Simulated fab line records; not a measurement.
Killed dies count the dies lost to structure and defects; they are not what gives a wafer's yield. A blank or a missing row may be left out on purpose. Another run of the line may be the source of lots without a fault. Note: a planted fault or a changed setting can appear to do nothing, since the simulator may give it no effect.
Which tool was responsible? | flow nand harc | Sampling: 13 lots, 39 wafers, 6 of 1159 route steps

## WHAT THE GAUGES READ, wafer by wafer
NHARC_A_ONON_D1_THK_MEAS_05: measures by ellipsometry. Usual: thk nm at 1000 nm, with a standard deviation of 8.7.
lot  | measured     | on            | thk nm (nm)    | flag
L441 | day 8 02:00  | film metro-02 | 988 991 990    |
L442 | day 8 06:06  | film metro-02 | 998 999 998    |
L443 | day 8 11:19  | film metro-02 | 1009 1009 1010 |
L445 | day 8 21:42  | film metro-01 | 1004 1005 1005 |
L448 | day 9 06:49  | film metro-01 | 981 980 980    |
L450 | day 9 17:53  | film metro-02 | 995 994 995    |
L449 | day 9 18:07  | film metro-01 | 1011 1012 1012 |
L452 | day 10 04:52 | film metro-01 | 994 997 994    |
L456 | day 11 15:24 | film metro-02 | 1011 1009 1012 |
L458 | day 11 19:10 | film metro-01 | 996 995 996    |
L462 | day 12 16:40 | film metro-02 | 1009 1010 1011 |
L461 | day 12 16:45 | film metro-02 | 1002 1000 1000 |
L464 | day 13 08:09 | film metro-01 | 989 988 988    |

NHARC_A_ONON_D1_THK_MEAS_24: measures by ellipsometry. Usual: thk nm at 998 nm, with a standard deviation of 11.
lot  | measured     | on            | thk nm (nm)    | flag
L441 | day 8 12:36  | film metro-01 | 990 990 990    |
L442 | day 8 16:04  | film metro-01 | 988 989 988    |
L443 | day 8 21:20  | film metro-02 | 1000 1004 1003 |
L445 | day 9 08:34  | film metro-02 | 998 998 998    |
L448 | day 9 17:12  | film metro-01 | 984 984 985    |
L450 | day 10 03:55 | film metro-01 | 998 999 998    |
L449 | day 10 03:55 | film metro-02 | 993 992 994    |
L452 | day 10 15:53 | film metro-01 | 1009 1008 1009 |
L456 | day 12 03:04 | film metro-02 | 1003 1003 1004 |
L458 | day 12 03:25 | film metro-01 | 1008 1007 1007 |
L462 | day 13 03:01 | film metro-01 | 994 997 996    |
L461 | day 13 03:14 | film metro-01 | 1018 1017 1018 |
L464 | day 13 20:55 | film metro-02 | 981 982 982    |

NHARC_A_ONON_D1_THK_MEAS_30: measures by ellipsometry. Usual: thk nm at 997 nm, with a standard deviation of 9.9.
lot  | measured     | on            | thk nm (nm)                   | flag
L441 | day 8 13:46  | film metro-01 | 1000 1001 998                 |
L442 | day 8 17:10  | film metro-01 | 989 990 988                   |
L443 | day 8 22:44  | film metro-01 | 1007 1007 1007                |
L445 | day 9 09:50  | film metro-02 | 1000 1002 1001                |
L448 | day 9 18:36  | film metro-02 | 988 986 985                   |
L450 | day 10 05:04 | film metro-01 | 1002 998 999                  |
L449 | day 10 05:02 | film metro-02 | 995 996 996                   |
L452 | day 10 17:04 | film metro-02 | 995 992 993                   |
L456 | day 12 04:16 | film metro-02 | 1514 1516 1517 1515 1515 1514 | OFF
L458 | day 12 04:37 | film metro-02 | 1512 1512 1512 1514 1513 1511 | OFF
L462 | day 13 04:10 | film metro-01 | 975 976 975                   |
L461 | day 13 04:23 | film metro-01 | 977 977 977                   |
L464 | day 13 22:03 | film metro-02 | 996 994 994                   |

NHARC_END_SORT_01. Usual: defect limited yield 95.8 %, standard deviation 1.4; killed at array 24, standard deviation 8.8; killed at other 0.7, standard deviation 0.99; killed at periphery 3.5, standard deviation 2.6; killed dies 28, standard deviation 9.3; killed open 3.2, standard deviation 1.7; killed short 1.7, standard deviation 1.4; sort_bin_2_pct 1.3 %, standard deviation 0.6; sort_bin_3_pct 0.24 %, standard deviation 0.2; sort_bin_4_pct 2.6 %, standard deviation 0.88; sort n pass 649, standard deviation 9.3; sort rim yield pct 94 %, standard deviation 3.2; sort yield pct 95.8 %, standard deviation 1.4.
lot  | measured     | on        | defect limited yield (%) | killed at array | killed at other | killed at periphery | killed dies | killed open | killed short | sort_bin_2_pct (%) | sort_bin_3_pct (%) | sort_bin_4_pct (%) | sort n pass | sort rim yield pct (%) | sort yield pct (%) | flag
L441 | day 19 16:01 | prober-02 | 97.2 96.9 95.3           | 16 16 27        | 0 0 2           | 3 5 3               | 19 21 32    | 6 3 3       | 1 2 1        | 0.9 1.6 1.0        | 0 0.15 0.30        | 1.9 1.3 3.4        | 658 656 645 | 95 95 92               | 97.2 96.9 95.3     |
L442 | day 19 23:49 | prober-02 | 96.3 96.2 95.7           | 17 20 22        | 0 0 0           | 8 6 7               | 25 26 29    | 1 3 2       | 2 1 1        | 1.6 1.3 1.5        | 0.15 0.30 0        | 1.9 2.2 2.8        | 652 651 648 | 98 92 96               | 96.3 96.2 95.7     |
L443 | day 20 00:38 | prober-01 | 97.6 97.8 97.3           | 15 14 17        | 0 0 0           | 1 1 1               | 16 15 18    | 1 1 1       | 3 1 1        | 0.6 1.2 0.9        | 0.30 0.15 0.15     | 1.5 0.9 1.6        | 661 662 659 | 97 98 98               | 97.6 97.8 97.3     |
L445 | day 20 09:37 | prober-02 | 94.4 94.2 96.0           | 33 30 19        | 0 0 0           | 5 9 8               | 38 39 27    | 6 4 4       | 3 1 3        | 1.9 1.8 1.5        | 0.15 0.15 0.15     | 3.5 3.8 2.4        | 639 638 650 | 92 90 95               | 94.4 94.2 96.0     |
L448 | day 21 07:43 | prober-01 | 97.9 98.4 97.5           | 13 9 14         | 0 1 0           | 1 1 3               | 14 11 17    | 2 0 2       | 2 1 3        | 0.7 0.4 0.9        | 0.30 0.15 0.15     | 1.0 1.0 1.5        | 663 666 660 | 98 97 97               | 97.9 98.4 97.5     |
L450 | day 22 11:37 | prober-02 | 95.4 95.4 95.6           | 29 25 24        | 0 1 0           | 2 5 6               | 31 31 30    | 1 1 3       | 1 1 0        | 2.1 0.9 0.6        | 0.15 0.30 0.30     | 2.4 3.4 3.5        | 646 646 647 | 96 95 92               | 95.4 95.4 95.6     |
L449 | day 22 17:49 | prober-02 | 96.9 96.6 96.0           | 17 19 21        | 1 1 0           | 3 3 6               | 21 23 27    | 4 6 4       | 1 2 0        | 0.7 1.2 1.0        | 0.15 0.44 0.44     | 2.2 1.8 2.5        | 656 654 650 | 94 95 94               | 96.9 96.6 96.0     |
L452 | day 22 01:44 | prober-01 | 95.4 97.3 94.8           | 31 15 33        | 0 1 0           | 0 2 2               | 31 18 35    | 2 1 3       | 2 2 2        | 1.6 0.4 1.3        | 0.15 0 0.44        | 2.8 2.2 3.4        | 646 659 642 | 96 95 91               | 95.4 97.3 94.8     |
L462 | day 24 18:49 | prober-02 | 96.2 95.4 95.4           | 22 26 26        | 0 2 2           | 4 3 3               | 26 31 31    | 5 6 3       | 2 0 1        | 1.0 0.9 1.2        | 0.44 0.30 0.15     | 2.4 3.4 3.2        | 651 646 646 | 90 90 92               | 96.2 95.4 95.4     |
L461 | day 24 23:40 | prober-01 | 92.9 95.6 95.0           | 46 29 33        | 0 1 1           | 2 0 0               | 48 30 34    | 3 2 4       | 2 1 2        | 3.2 1.6 1.0        | 0.44 0.59 0.89     | 3.4 2.2 3.1        | 629 647 643 | 90 89 92               | 92.9 95.6 95.0     |
L464 | day 25 02:59 | prober-02 | 94.2 95.3 93.9           | 36 23 33        | 0 0 0           | 3 9 8               | 39 32 41    | 3 1 4       | 4 5 5        | 1.8 2.4 1.5        | 0.30 0.15 0.30     | 3.7 2.2 4.3        | 638 645 636 | 92 90 93               | 94.2 95.3 93.9     |

## WHICH TOOL RAN EACH LOT (tool, then ch and the chambers of the sampled wafers, then the start)
lot  | NHARC_A_ONON_D1_DEP_28           | NHARC_A_CHANNEL_HOLE_D1_DEP_01
L441 | pecvd onon-03 ch 0, day 8 13:16  | pecvd-03 ch 0,1,2, day 8 17:01
L442 | pecvd onon-01 ch 0, day 8 16:41  | pecvd-04 ch 0,2, day 8 19:45
L443 | pecvd onon-03 ch 0, day 8 22:17  | pecvd-02 ch 0,1, day 9 01:25
L445 | pecvd onon-03 ch 0, day 9 09:23  | pecvd-02 ch 0,1, day 9 13:01
L448 | pecvd onon-01 ch 0, day 9 18:09  | pecvd-03 ch 1,2, day 9 21:13
L450 | pecvd onon-01 ch 0, day 10 04:40 | pecvd-03 ch 1,2, day 10 09:26
L449 | pecvd onon-03 ch 0, day 10 04:32 | pecvd-03 ch 0,1,2, day 10 07:38
L452 | pecvd onon-01 ch 0, day 10 16:40 | pecvd-02 ch 0,1,2, day 10 19:37
L456 | pecvd onon-03 ch 0, day 12 03:52 | -
L458 | pecvd onon-03 ch 0, day 12 04:06 | -
L462 | pecvd onon-01 ch 0, day 13 03:43 | pecvd-04 ch 0,1,2, day 13 08:29
L461 | pecvd onon-02 ch 0, day 13 03:59 | pecvd-04 ch 0,2, day 13 09:57
L464 | pecvd onon-01 ch 0, day 13 21:32 | pecvd-02 ch 1,2, day 14 01:05
- NHARC_A_ONON_D1_DEP_28: target thk 1000 nm.
- NHARC_A_CHANNEL_HOLE_D1_DEP_01: deposits SiON, target thk 140 nm.

## WHAT THE TOOLS THEMSELVES READ (means of the sampled wafers that have a number; where no wafer has one, the mark that the record gives instead)
NHARC_A_ONON_D1_DEP_28. Usual: sih4 flow sccm at 209.9 sccm, with a standard deviation of 0.62.
lot  | tool          | sih4 flow sccm (sccm) | flag
L441 | pecvd onon-03 | 210.0                 |
L442 | pecvd onon-01 | 209.6                 |
L443 | pecvd onon-03 | 209.8                 |
L445 | pecvd onon-03 | 209.5                 |
L448 | pecvd onon-01 | 210.9                 |
L450 | pecvd onon-01 | 209.9                 |
L449 | pecvd onon-03 | 208.9                 |
L452 | pecvd onon-01 | 210.2                 |
L456 | pecvd onon-03 | 210.1                 |
L458 | pecvd onon-03 | 209.2                 |
L462 | pecvd onon-01 | 210.3                 |
L461 | pecvd onon-02 | 210.3                 |
L464 | pecvd onon-01 | 210.2                 |

NHARC_A_CHANNEL_HOLE_D1_DEP_01. Usual: heater power w at 733 W, with a standard deviation of 120.
lot  | tool     | heater power w (W) | flag
L441 | pecvd-03 | 741                |
L442 | pecvd-04 | 592                |
L443 | pecvd-02 | 762                |
L445 | pecvd-02 | 755                |
L448 | pecvd-03 | 763                |
L450 | pecvd-03 | 688                |
L449 | pecvd-03 | 741                |
L452 | pecvd-02 | 791                |
L462 | pecvd-04 | 744                |
L461 | pecvd-04 | 639                |
L464 | pecvd-02 | 777                |

## THE ANSWER, worked out from the rows above alone
Rule: a lot counts as off when the mean over its wafers that have a number is more than 3 standard deviations away from the usual mean. A lot without any number at a reading at which 4 lots or more have one is off too. The other lots that the step has rows for count as sound. The gauges are gone through in route order, then the tools' own readings, and for those a lot's mean is taken as printed above. The first step at which some lot is off is used, and at that step the reading that is off furthest; a lot without a number counts as furthest.
Off: L456, L458 (NHARC_A_ONON_D1_THK_MEAS_30, thk nm).
A tool fits if, at a process step before that reading, it ran every lot that is off, and no sound lot after the first of them. The gauges at NHARC_A_ONON_D1_THK_MEAS_30 are tried like those tools. One fits: pecvd onon-03 at NHARC_A_ONON_D1_DEP_28. Its last sound lot is L449 (day 10 04:32), its first lot that is off L456 (day 12 03:52): a fault that began between those two fits.

## WHAT THE SIMULATOR HAD INSERTED
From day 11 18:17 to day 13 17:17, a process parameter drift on pecvd onon-03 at NHARC_A_ONON_D1_DEP_28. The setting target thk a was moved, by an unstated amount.
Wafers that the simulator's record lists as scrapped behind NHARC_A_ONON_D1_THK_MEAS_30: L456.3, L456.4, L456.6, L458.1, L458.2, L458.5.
Shown lots that were struck: L456, L458. This agrees with what the rule above found.
